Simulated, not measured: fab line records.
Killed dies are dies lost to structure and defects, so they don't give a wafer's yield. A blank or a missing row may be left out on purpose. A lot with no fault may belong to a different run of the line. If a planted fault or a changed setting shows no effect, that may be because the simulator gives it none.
fab line records | flow n5Finfet
record: lots: 4 wafers: 12 lastDay: 17
route steps=1938 shown WELL_APT@36 PMOS_HMC_CHANNEL_EPI@57 BEOL_M4@1111
lots untouched by any fault: they come from a run of this same line in which no faults occurred
startH: start of the lot's first displayed wafer, in hours after the record's first day | waitH: hours since the lot's step before | " identical to the entry in the row above | L1.1+2: one row covering several wafers at once | - value missing, or start not given | * or withheld: withheld | < > ~ a bound
route shown NAME@n: a module of which the file shows steps, and the number in the route of the first | usual: the fault-free wafers' mean and standard deviation | same: alike in all rows | chamber/n: place in a boat | sites: the reading at each site | _std_site: standard deviation of those values | _edge_site: the outer-site mean with the inner-site mean subtracted | radiusMm: for every site, how far away it sits from the centre of the wafer | mask NAME#n: copy n | behind: tool/chamber where the wafer was last shaped | hold: why the lot was held/for how many hours/how that ended | device: names the non-switching transistor (n, p or np) | end of line: the tests these same wafers got at the end of their route | for a step that has no rows: nothing shown but its recipe | killed: at the first sort, the dies lost to defects and structure; wafer yield is something else | map: shows each die of a wafer: x if killed, . if not, _ if none is there
set.NAME: setting as actually run; set.NAME@STEP: the setting as run at that earlier step | model.NAME: the simulator's own value behind a step, which no gauge read
lots at some steps of the route; a table a step, a row a wafer
services: from which hour (startH, from the record's first day; less than 0 if before it) a tool's chamber was out of use, for how many hours, and why
== steps ==
step: N5_WELL_APT_COAT_19
recipe: spinRpm: 1357 resistThkNm: 950
step: N5_WELL_APT_EBR_21
recipe: solvent: PGMEA ebrWidthMm: 1.5
step: N5_WELL_APT_SOFTBAKE_20
recipe: tempC: 130 timeS: 60
step: N5_WELL_APT_EXPOSE_22
recipe: maskId: PWELL na: 0.8 sourceShape: conventional sigmaOuter: 0.8 polarization: unpolarized defocusNm: 0 targetCdNm: 200 doseMj: 23.2
step: N5_WELL_APT_PEB_23
recipe: pebTempC: 130 pebTimeS: 90
step: N5_WELL_APT_DEVELOP_24
recipe: developTimeS: 45 rinseLiquid: surfactantRinse dry: airSpin devTempC: 21
step: N5_WELL_APT_HARDBAKE_29
recipe: tempC: 130 timeS: 120
step: N5_WELL_APT_DESCUM_30
recipe: chemistry: O2 timeS: 7.9 sourcePowerW: 50 biasPowerW: 20 pressureMtorr: 20 rfFrequencyHz: 2.712e+07 tempC: 40 o2FlowSccm: 225
step: N5_WELL_APT_IMPLANT_31
recipe: species: B energyKev: 60 doseCm2: 1.5e+13 tiltDeg: 0 rotationDeg: 0
step: N5_WELL_APT_IMPLANT_32
recipe: species: BF2 energyKev: 50 doseCm2: 2e+13 tiltDeg: 0 rotationDeg: 0
usual: beamEnergyKeV: 49.999/0.016
columns lot.wafer tool chamber startH waitH beamEnergyKeV model.implant.rpNm model.implant.drpNm
L999.1 implanter-01 0 46.16 0.1 49.999 37.36 18.55
L999.3 " 0 " " 49.997 37.36 18.55
L999.4 " 0 " " 49.988 37.36 18.55
L106.1 implanter-01 0 87.39 0.1 34.461 26.54 14.29
L106.2 " 0 " " 34.475 26.54 14.29
L106.3 " 0 " " 34.475 26.54 14.29
L108.1 implanter-01 0 99.64 0.1 34.485 26.38 14.29
L108.4 " 0 " " 34.471 26.38 14.29
L108.6 " 0 " " 34.492 26.38 14.29
L115.1 implanter-02 0 141.31 0.1 50.013 38.12 18.55
L115.4 " 0 " " 50.030 38.12 18.55
L115.5 " 0 " " 49.985 38.12 18.55
step: N5_WELL_APT_STRIP_33
recipe: chemistry: SPM timeS: 900 tempC: 130 h2so4H2o2VolRatio: 4 dry: ipaMarangoni
step: N5_WELL_APT_RTA_34
recipe: tempC: 1000 timeS: 10 ambient: N2 idleTempC: 600 rampUpCPerS: 150 rampDownCPerS: 60 coolToC: 600
step: N5_WELL_APT_OXIDE_STRIP_42
recipe: chemistry: dHF dilution: 25:1 timeS: 45 tempC: 25 target: SiO2 targetDepthA: 120
step: N5_WELL_APT_PRECLEAN_36
recipe: chemistry: O3/DIW timeS: 45 tempC: 22 o3Ppm: 10
step: N5_WELL_APT_PRECLEAN_39
recipe: chemistry: dHF timeS: 60 dilution: 150:1 tempC: 25
step: N5_WELL_APT_SRD_37
recipe: dry: ipaMarangoni doPpb: 5 timeS: 30 tempC: 23 rinseLiquid: diw
step: N5_WELL_APT_EPI_41
recipe: material: Si targetThkA: 500 tempC: 650 precursor: SiH4/H2 pressureTorr: 20 timeS: 297.7
step: N5_PMOS_HMC_CHANNEL_EPI_HM_DEP_34
recipe: material: SiO2 targetThkA: 360 tempC: 400 precursor: TEOS/O2 pressureTorr: 6.5 rfW: 900 teosFlowSccm: 161.4 gas: O2 flowSccm: 2650 timeS: 6.9
step: N5_PMOS_HMC_CHANNEL_EPI_COAT_31
recipe: resist: BARC tempC: 205 timeS: 60 spinRpm: 1500 resistThkNm: 66
step: N5_PMOS_HMC_CHANNEL_EPI_COAT_03
recipe: resist: CAR-ArF-block spinRpm: 1500 resistThkNm: 205
step: N5_PMOS_HMC_CHANNEL_EPI_EBR_05
recipe: solvent: PGMEA ebrWidthMm: 1.5
step: N5_PMOS_HMC_CHANNEL_EPI_SOFTBAKE_04
recipe: tempC: 110 timeS: 60 resist: CAR-ArF-block
step: N5_PMOS_HMC_CHANNEL_EPI_EXPOSE_06
recipe: maskId: PMOS_HMC_BLK na: 1.35 sourceShape: conventional sigmaOuter: 0.8 polarization: unpolarized targetCdNm: 240 doseMj: 41
step: N5_PMOS_HMC_CHANNEL_EPI_PEB_07
recipe: pebTempC: 110 pebTimeS: 60 resist: CAR-ArF-block
step: N5_PMOS_HMC_CHANNEL_EPI_DEVELOP_08
recipe: developTimeS: 30 developer: TMAH resist: CAR-ArF-block devTempC: 23 rinseLiquid: diw dry: airSpin
step: N5_PMOS_HMC_CHANNEL_EPI_DESCUM_14
recipe: chemistry: O2 timeS: 7.9 sourcePowerW: 50 biasPowerW: 20 pressureMtorr: 20 rfFrequencyHz: 2.712e+07 tempC: 40 resist: CAR-ArF-block o2FlowSccm: 225
step: N5_PMOS_HMC_CHANNEL_EPI_ETCH_32
recipe: chemistry: N2/H2 target: BARC stopOn: SiO2 targetDepthA: 858 overEtchFrac: 0.3 timeS: 50.3 ionEnergyEv: 200 maskMaterial: CAR-ArF-block pressureMtorr: 30 sourceW: 840 biasW: 150 n2FlowSccm: 200 h2FlowSccm: 200
step: N5_PMOS_HMC_CHANNEL_EPI_HM_OPEN_15
recipe: chemistry: CHF3/O2 target: SiO2 maskMaterial: CAR-ArF-block targetDepthA: 406 CHF3_flow_sccm: 50 O2_flow_sccm: 5 Ar_flow_sccm: 200 timeS: 20.3 pressureMtorr: 30 sourceW: 650 biasW: 170 ionEnergyEv: 200
step: N5_PMOS_HMC_CHANNEL_EPI_STRIP_33
recipe: chemistry: N2/H2 powerW: 500 tempC: 40 pressureMtorr: 50 rfFrequencyHz: 6e+07 overashFraction: 0.3 biasPowerW: 8 h2Frac: 0.5 n2FlowSccm: 300 h2FlowSccm: 300
step: N5_PMOS_HMC_CHANNEL_EPI_STRIP_17
recipe: chemistry: SPM timeS: 750 tempC: 130 h2so4H2o2VolRatio: 4 dry: ipaMarangoni
step: N5_PMOS_HMC_CHANNEL_EPI_ETCH_38
recipe: chemistry: CF4 target: SiO2 targetDepthA: 15 ionEnergyEv: 350 pressureMtorr: 10 icpW: 800 biasW: 400 cf4FlowSccm: 80
step: N5_PMOS_HMC_CHANNEL_EPI_FIN_RECESS_16
recipe: chemistry: HBr/Cl2 target: Si maskMaterial: SiO2 targetDepthA: 540 timeS: 18 pressureMtorr: 10 icpW: 800 biasW: 75 HBr_flow_sccm: 150 Cl2_flow_sccm: 80
step: N5_PMOS_HMC_CHANNEL_EPI_PRECLEAN_36
recipe: chemistry: O3/DIW timeS: 45 tempC: 22 o3Ppm: 10
step: N5_PMOS_HMC_CHANNEL_EPI_PRECLEAN_18
recipe: chemistry: DHF timeS: 30 tempC: 25 dilution: withheld
step: N5_PMOS_HMC_CHANNEL_EPI_SRD_19
recipe: dry: ipaMarangoni doPpb: 5 timeS: 30 tempC: 23 rinseLiquid: diw
step: N5_BEOL_M4_RC_MEAS_101
usual: CJ_N: 4.36/0.086 DIBL_N: 36.2/1.2 DIBL_P: 36.3/1.3 IOFF_N: 0.155/0.019 IOFF_N_LONG: 5.54e-05/2.4e-06 IOFF_P: 0.210/0.029 ION_N: 677/8.6 ION_P: 465/6.8 RS_PWELL: 3012/22 SS_N: 71.4/0.48 SS_P: 73.2/0.53 VT_N: 249.9/2.4 VT_P: -250/3.2
columns lot.wafer tool chamber startH waitH CJ_N DIBL_N[mV/V] DIBL_P[mV/V] IOFF_N[nA/um] IOFF_N_LONG[nA/um] IOFF_P[nA/um] ION_N[uA/um] ION_P[uA/um] RS_PWELL[ohm/sq] SS_N[mV/dec] SS_P[mV/dec] VT_N[mV] VT_P[mV]
L999.1 prober-02 0 206.20 0.0 4.31 36.9 36.5 0.152 5.38e-05 0.180 675 457 2988 71.5 73.3 248.5 -254
L999.3 " 0 " " 4.40 37.6 36.8 0.162 5.43e-05 0.193 691 466 2980 71.5 73.7 252.0 -254
L999.4 " 0 " " 4.33 38.6 39.0 0.188 5.37e-05 0.228 676 464 2981 72.0 73.7 248.4 -252
L106.1 prober-01 0 261.21 0.0 5.63 35.0 35.3 0.132 6.87e-05 0.187 670 464 3155 71.1 73.1 252.6 -252
L106.2 " 0 " " 5.53 37.0 37.7 0.152 6.79e-05 0.215 662 456 3144 71.2 73.3 251.0 -250
L106.3 " 0 " " 5.56 37.2 37.4 0.151 6.76e-05 0.215 664 460 3156 72.0 73.5 251.2 -250
L108.1 prober-02 0 273.84 0.0 5.55 34.8 36.7 0.153 6.75e-05 0.221 679 470 3154 71.4 73.3 253.2 -247
L108.4 " 0 " " 5.55 36.7 39.0 0.180 6.7e-05 0.257 682 467 3153 71.7 73.4 250.0 -247
L108.6 " 0 " " 5.55 35.4 37.1 0.148 6.74e-05 0.215 678 468 3129 71.4 73.6 252.3 -249
L115.1 prober-02 0 308.00 0.0 4.41 36.2 34.6 0.127 5.5e-05 0.179 657 455 3046 71.8 72.6 254.6 -251
L115.4 " 0 " " 4.44 38.5 38.3 0.184 5.47e-05 0.237 684 466 3024 72.1 73.5 246.3 -250
L115.5 " 0 " " 4.38 36.4 34.6 0.132 5.46e-05 0.179 663 458 3035 70.8 71.6 250.5 -254
== services ==
columns tool chamber startH hours kind
implanter-01 - 33.01 1.2 repair
implanter-02 - 45.87 2.8 pm
implanter-02 - 54.26 5.8 repair
implanter-02 - 84.78 1.8 repair
implanter-01 - 92.13 3.5 repair
implanter-01 - 122.32 3.0 repair
implanter-01 - 139.04 3.7 pm
== key ==
firstSign: step: N5_WELL_APT_IMPLANT_32 reading: beamEnergyKeV direction: down sigmas: 99+ usual: 49.999 struck: 34.477
effect: step: N5_BEOL_M4_RC_MEAS_101 reading: CJ_N direction: up sigmas: 14 usual: 4.36 struck: 5.56
effect: step: N5_BEOL_M4_RC_MEAS_101 reading: RS_PWELL direction: up sigmas: 6.1 usual: 3012 struck: 3148
effect: step: N5_BEOL_M4_RC_MEAS_101 reading: IOFF_N_LONG direction: up sigmas: 5.1 usual: 5.54e-05 struck: 6.77e-05
modelEffect: step: N5_WELL_APT_IMPLANT_32 value: implant.rpNm without: 36.59 struck: 26.46
metAt N5_WELL_APT_IMPLANT_32
struckWafers L106.1,L106.2,L106.3,L108.1,L108.4,L108.6
onsetBetween 46.16 87.39
fault: kind: processParameterDrift tool: implanter-01 chamber: - onsetH: 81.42 steps: N5_WELL_APT_IMPLANT_32 channel: energyKev offset: -15.524 shape: step endH: 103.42 actsIn: theseRecipesOnly stated: 50
